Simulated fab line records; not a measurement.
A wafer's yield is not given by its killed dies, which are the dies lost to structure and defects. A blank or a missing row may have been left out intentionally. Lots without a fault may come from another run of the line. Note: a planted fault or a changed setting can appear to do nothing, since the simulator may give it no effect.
A lot that was struck, set against a sound lot | flow nand harc | 14 out of 1302 route steps
Sound: these wafers, L306.2, L306.3, L306.6. Struck: wafer L299.5. (L299.4, L299.6 of the same lot were not struck and are left out.) The cause comes at the end.
Per side, at each step with rows, come the tool, then ch with its chambers, and then its first start. Under that, the readings that differ: sound wafers | struck wafers | difference of the means | sigmas: that difference in standard deviations of wafers without a fault.
alike: words and numbers the same on both sides, and readings whose means are apart by under 2 such deviations; not compared: readings that were withheld, readings missing a value for some wafer, numbers with overlapping values and no deviation given by the record, and bounds like >300 which may hide the same value.
A row with sigmas, a row that says differs or no value, or rows on one side alone: a step with any of these is where the two part. Numbers that don't overlap but have no deviation are shown without sigmas and don't part them. A reading that every wafer of one side lacks parts them only if that side has two wafers or more.

first, 8 steps without rows for these wafers: NHARC_P_BONDPAD_HMDS_02 (time 30 s); NHARC_P_BONDPAD_COAT_36 (time 65 s); NHARC_P_BONDPAD_COAT_03 (resist thk 600 nm); NHARC_P_BONDPAD_SOFTBAKE_04 (time 70 s); NHARC_P_BONDPAD_EBR_05; NHARC_P_BONDPAD_EXPOSE_06 (exposes mask P BPAD); NHARC_P_BONDPAD_PEB_07 (peb time 80 s); NHARC_P_BONDPAD_DEVELOP_08 (time 50 s).
NHARC_P_BONDPAD_CD_MEAS_09 targets a cd of 500 nm.
  sound on cd sem-03 ch 0, day 11 09:28; struck on cd sem-03 ch 0, day 8 07:22
  alike: cd nm
NHARC_P_BONDPAD_OVL_MEAS_38:
  struck on overlay-01, day 8 07:26; sound on overlay-01, day 11 09:33
  alike: overlay x nm, overlay y nm
then, 1 step without rows for these wafers: NHARC_P_BONDPAD_HARDBAKE_10 (time 65 s).
NHARC_P_BONDPAD_DESCUM_11: chemistry O2, time 3 s.
  sound on rie diel-08 ch 1,2,3, day 11 09:41; struck on rie diel-08 ch 1, day 8 07:35
  alike: drypump motor current A, oes product au, rf vpp V, showerhead plenum p Torr, throttle valve pct
  not compared: rf hours counter h
NHARC_P_BONDPAD_ETCH_37: etches the open film in N2/H2, target depth 60 nm, overetch 18 nm, time 65.91 s.
  sound on rie diel-08 ch 1,2,3, day 11 09:46; struck on rie diel-08 ch 0, day 8 07:40
  reading          | sound          | struck | difference | sigmas
  run length s (s) | 87.0 88.0 88.1 | 67.7   | -20.0      | -51
  alike: drypump motor current A, oes product au, rf vpp V, showerhead plenum p Torr, throttle valve pct
  not compared: rf hours counter h
NHARC_P_BONDPAD_ETCH_12: etches the open film in CHF3/O2, target depth 200 nm, time 100 s.
  sound: rie diel-08 ch 0,2,3; struck: rie diel-08 ch 3
  alike: drypump motor current A, oes product au, rf vpp V, run length s, showerhead plenum p Torr, throttle valve pct
  not compared: rf hours counter h

## WHERE THEY PART
Only at NHARC_P_BONDPAD_ETCH_37, as far as this record shows. Later steps at which nothing parts them and some readings are alike: NHARC_P_BONDPAD_ETCH_12.

WHY: what the simulator had put in
rie diel-08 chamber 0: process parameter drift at NHARC_P_BONDPAD_ETCH_37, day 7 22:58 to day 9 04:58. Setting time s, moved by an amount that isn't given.
